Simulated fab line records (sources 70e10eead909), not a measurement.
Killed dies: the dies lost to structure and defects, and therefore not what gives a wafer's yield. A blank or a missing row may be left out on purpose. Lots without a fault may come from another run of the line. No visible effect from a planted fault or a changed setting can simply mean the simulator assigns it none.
Matching of chambers :: flow nandHarc :: NHARC_THIN_TSV_ETCH_44 on rieDiel-04: 3 sister chambers
The step etches the open film in CF4/O2, target depth 1594.2 nm, time 797.1 s. 6 wafers are shown with their chamber, then 4 later ones without.

WAFERS, EACH WITH ITS CHAMBER
wafer: L956.5
chamber: 1
showerheadPlenumPTorr (Torr): 1.71
oesProductAu (a.u.): 1.011

wafer: L959.2
chamber: 0
showerheadPlenumPTorr (Torr): 1.71
oesProductAu (a.u.): 0.996

wafer: L959.3
chamber: 2
showerheadPlenumPTorr (Torr): 1.73
oesProductAu (a.u.): 1.000

wafer: L959.5
chamber: 2
showerheadPlenumPTorr (Torr): 1.73
oesProductAu (a.u.): 1.000

wafer: L960.1
chamber: 1
showerheadPlenumPTorr (Torr): 1.70
oesProductAu (a.u.): 1.005

wafer: L960.3
chamber: 0
showerheadPlenumPTorr (Torr): 1.71
oesProductAu (a.u.): 0.990

WAFERS WITHOUT THEIR CHAMBER
wafer: L974.3
showerheadPlenumPTorr (Torr): 1.70
oesProductAu (a.u.): 1.013

wafer: L974.6
showerheadPlenumPTorr (Torr): 1.72
oesProductAu (a.u.): 1.008

wafer: L973.4
showerheadPlenumPTorr (Torr): 1.70
oesProductAu (a.u.): 1.017

wafer: L973.5
showerheadPlenumPTorr (Torr): 1.72
oesProductAu (a.u.): 1.006

WHICH CHAMBER EACH ONE RAN IN
wafer: L974.3
from the rows above: 1
in truth: 1

wafer: L974.6
from the rows above: can't be placed: 2 or 1 or 0
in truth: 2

wafer: L973.4
from the rows above: 1
in truth: 1

wafer: L973.5
from the rows above: can't be placed: 2 or 1 or 0
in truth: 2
Correctly placed: 2 of 4. Can't be placed from these rows: 2 (the true chamber is among the candidates in 2). Placed wrongly: 0.
How it was worked out, from the rows above alone: a wafer's distance from a chamber is the root of the sum, over the readings, of the square of ((its reading less the chamber's mean) divided by the reading's scatter). The wafer belongs to the nearest chamber; if the next one is less than 2 further off, it can't be placed. A chamber's mean is the mean of its shown wafers. The scatter: the root of (the sum of the squares of (reading less its chamber's mean) over the shown wafers, divided by (wafers less chambers)).
